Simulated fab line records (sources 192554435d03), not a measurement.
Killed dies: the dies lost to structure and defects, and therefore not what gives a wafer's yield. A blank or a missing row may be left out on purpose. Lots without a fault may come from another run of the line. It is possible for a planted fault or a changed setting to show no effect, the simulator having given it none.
3 desks looking at one fault / flow n5-finfet / what lay behind the numbers comes last; until then each desk has only its own
Where a reading is given only as a bound, like >300, the bound stands for it, and a mean or a difference that rests on one is marked > or <: the true number lies beyond.

## METROLOGY DESK
Means of the sampled wafers that have a number, per lot and without regard to the tool the lot ran on: this is what the gauges read. Any lot whose mean is over 4 standard deviations away from the usual mean is out of limits and marked OUT; that distance is given in the brackets. Of its 10 readings 7 are shown: those that lie furthest out on some lot.
Columns: A = DIBL_N at N5_BEOL_M4_RC_MEAS_101, usual 36.1 mV/V; B = DIBL_P at N5_BEOL_M4_RC_MEAS_101, usual 35.8 mV/V; C = IOFF_N at N5_BEOL_M4_RC_MEAS_101, usual 0.16 nA/um; D = ION_N at N5_BEOL_M4_RC_MEAS_101, usual 673 uA/um; E = ION_P at N5_BEOL_M4_RC_MEAS_101, usual 461 uA/um; F = SS_N at N5_BEOL_M4_RC_MEAS_101, usual 71.4 mV/dec; G = VT_P at N5_BEOL_M4_RC_MEAS_101, usual -250 mV
lot=L100; first seen here=day 8 13:03; A=35.3; B=35.4; C=0.14; D=661; E=450; F=71.4; G=-255
lot=L110; first seen here=day 11 15:42; A=34.8; B=34.3; C=0.13; D=673; E=462; F=71.2; G=-251
lot=L112; first seen here=day 11 19:49; A=35.3; B=35.2; C=0.16; D=668; E=461; F=71.0; G=-251
lot=L115; first seen here=day 12 16:50; A=38.1; B=38.3; C=0.19; D=676; E=461; F=72.2; G=-248
Result from this desk: across the 4 lots, nothing is out of limits.

## THE DEFECT DESK
Inspection counts along the route, by lot: the mean over sampled wafers that carry a number. Any lot whose mean is over 4 standard deviations away from the usual mean is out of limits and marked OUT; that distance is given in the brackets.
Columns: A = raw-defect-count at N5_SD_EPI_N_INSPECT_26, usual 221; B = raw-defect-count at N5_SD_EPI_P_INSPECT_11, usual 1.9; C = raw-defect-count at N5_SD_EPI_P_INSPECT_26, usual 188
lot=L100; first seen here=day 3 23:49; A=233; B=3.0; C=194
lot=L110; first seen here=day 6 12:49; A=1212 (+21) OUT; B=>300 (+99 or more) OUT; C=1134 (+20) OUT
lot=L112; first seen here=day 6 23:45; A=1136 (+19) OUT; B=>300 (+99 or more) OUT; C=1093 (+19) OUT
lot=L115; first seen here=day 7 17:42; A=231; B=1.3; C=180
Finding of this desk: L110, L112 out of limits; the first was L110 at day 6 12:49, on raw-defect-count at N5_SD_EPI_N_INSPECT_26. In limits: L100, L115.

## THE TOOL OWNER'S DESK: epi-rpcvd-04
The tool's own readings at N5_SD_EPI_N_VAPOR_ETCH_50 (etches Si in HCl, time 54 s): means of the sampled wafers that have a number, for each lot that ran on this tool. Any lot whose mean is over 4 standard deviations away from the usual mean is out of limits and marked OUT; that distance is given in the brackets.
Columns: A = throttle-valve-pct at N5_SD_EPI_N_VAPOR_ETCH_50, usual 11.78 %
lot=L100; first seen here=day 3 20:46; A=11.91
lot=L110; first seen here=day 6 08:55; A=11.89
lot=L112; first seen here=day 6 19:50; A=11.95
Result from this desk: across the 3 lots, nothing is out of limits.

## TAKEN TOGETHER
The defect desk could have raised an alarm at day 6 12:49, on L110, L112.
Metrology desk: nothing out of limits seen.
The tool owner's desk saw nothing out of limits.
The metrology desk holds a record of L110, L112, inside its limits.
Tool owner's desk: L110, L112 on record, inside its limits.
Every lot named ran N5_SD_EPI_N_VAPOR_ETCH_50 on epi-rpcvd-04.

## WHAT HAD BEEN PUT IN BY THE SIMULATOR
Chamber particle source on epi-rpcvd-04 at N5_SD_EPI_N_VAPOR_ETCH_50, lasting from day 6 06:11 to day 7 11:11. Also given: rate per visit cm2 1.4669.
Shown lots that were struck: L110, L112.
Hours from the fault's start to each desk's first reading out of limits: the defect desk, 7.
